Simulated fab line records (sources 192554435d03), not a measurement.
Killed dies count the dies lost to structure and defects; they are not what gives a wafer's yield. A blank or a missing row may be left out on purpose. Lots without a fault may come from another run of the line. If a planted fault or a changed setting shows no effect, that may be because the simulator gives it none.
The tool behind it: which one? + flow n5-finfet + Sampling: 10 lots, 28 wafers, 4 of 1938 route steps

## WHAT EACH GAUGE READ, for each wafer
N5_BEOL_M6_THK_MEAS_01.
| lot  | measured     | on            | M6_ILD_THK (nm)   |
|------|--------------|---------------|-------------------|
| L210 | day 8 15:47  | film-metro-01 | 155.4 154.9 158.3 |
| L215 | day 10 12:02 | film-metro-01 | 155.9 154.0 156.6 |
| L220 | day 11 10:22 | film-metro-01 | 131.4 155.2       |
| L221 | day 11 15:23 | film-metro-01 | 137.3 157.6       |
| L222 | day 11 20:20 | film-metro-01 | 130.3 156.2 154.9 |
| L228 | day 13 10:43 | film-metro-01 | 151.3 151.5 155.6 |
| L230 | day 13 16:15 | film-metro-02 | 151.5 156.3 152.8 |
| L231 | day 14 07:02 | film-metro-01 | 155.0 155.1 155.8 |
| L232 | day 14 09:56 | film-metro-02 | 151.5 153.0 153.5 |
| L233 | day 14 22:20 | film-metro-02 | 151.9 150.7 156.5 |

## EACH LOT AND THE TOOL THAT RAN IT (in order: tool; ch and the chambers of the sampled wafers; start)
| lot  | N5_BEOL_M5_VIA_ETCH_34             | N5_BEOL_M5_SPUTTER_48        | N5_BEOL_M6_ILD_DEP_00           |
|------|------------------------------------|------------------------------|---------------------------------|
| L210 | rie-diel-01 ch 0,1,2, day 8 08:00  | pvd-sputter-03, day 8 09:34  | pecvd-02 ch 1,2, day 8 15:12    |
| L215 | rie-diel-06 ch 0,2,3, day 10 02:07 | pvd-sputter-01, day 10 03:39 | pecvd-02 ch 0,2, day 10 11:28   |
| L220 | rie-diel-04 ch 0,3, day 11 02:25   | pvd-sputter-02, day 11 04:18 | pecvd-02 ch 0,1, day 11 09:47   |
| L221 | rie-diel-04 ch 3, day 11 07:38     | pvd-sputter-02, day 11 09:19 | pecvd-02 ch 0,1, day 11 14:48   |
| L222 | rie-diel-04 ch 0,2, day 11 12:42   | pvd-sputter-02, day 11 14:12 | pecvd-02 ch 0,1, day 11 19:46   |
| L228 | rie-diel-04 ch 2,3, day 13 01:37   | pvd-sputter-03, day 13 03:24 | pecvd-01 ch 0,1,2, day 13 10:08 |
| L230 | rie-diel-06 ch 2,3, day 13 08:38   | pvd-sputter-01, day 13 10:13 | pecvd-01 ch 0,1,2, day 13 15:41 |
| L231 | rie-diel-04 ch 1,2,3, day 13 22:10 | pvd-sputter-02, day 14 00:59 | pecvd-04 ch 1,2, day 14 06:27   |
| L232 | rie-diel-04 ch 0,1,2, day 14 01:37 | pvd-sputter-01, day 14 03:54 | pecvd-01 ch 0,2, day 14 09:22   |
| L233 | rie-diel-04 ch 0,2, day 14 13:30   | pvd-sputter-03, day 14 15:25 | pecvd-01 ch 1,2, day 14 21:17   |
- N5_BEOL_M5_VIA_ETCH_34: etches SiCOH lowk in C4F6/O2, target depth 88.3 nm, time 39.2 s.
- N5_BEOL_M5_SPUTTER_48: material Cu, target thk 15 nm, time 27.62 s.
- N5_BEOL_M6_ILD_DEP_00: deposits SiCOH lowk from DEMS/porogen, target thk 179.75 nm, time 33.4 s.

## THE ANSWER, worked out from the rows above alone
Rule: usual is defined by the lots themselves. The widest of any qualifying gaps counts: lots, ordered by their means at a reading, are off when they make up no more than a third of the lots, leave a main group of 4 or more, and stand apart from it by 3 or more times the standard deviation of that group's means. The tables above print the reading to a certain number of digits; a main group whose means all agree to those digits is not used. A lot without any number at a reading at which 4 lots or more have one is off too. Where the step has rows for the other lots, those lots are counted as sound.
Off: L220, L221, L222, seen at N5_BEOL_M6_THK_MEAS_01 (M6_ILD_THK). Mean 154.1 nm and standard deviation 1.4 in the main group.
A tool fits if, at a process step before that reading, it ran every lot that is off, and no sound lot after the first of them. The gauges at N5_BEOL_M6_THK_MEAS_01 are tried like those tools. One fits: pecvd-02 at N5_BEOL_M6_ILD_DEP_00. Its last sound lot is L215 (day 10 11:28), its first lot that is off L220 (day 11 09:47): a fault that began between those two fits.

## WHAT THE SIMULATOR HAD PUT IN
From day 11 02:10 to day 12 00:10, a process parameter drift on pecvd-02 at N5_BEOL_M6_ILD_DEP_00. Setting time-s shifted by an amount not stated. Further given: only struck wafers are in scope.
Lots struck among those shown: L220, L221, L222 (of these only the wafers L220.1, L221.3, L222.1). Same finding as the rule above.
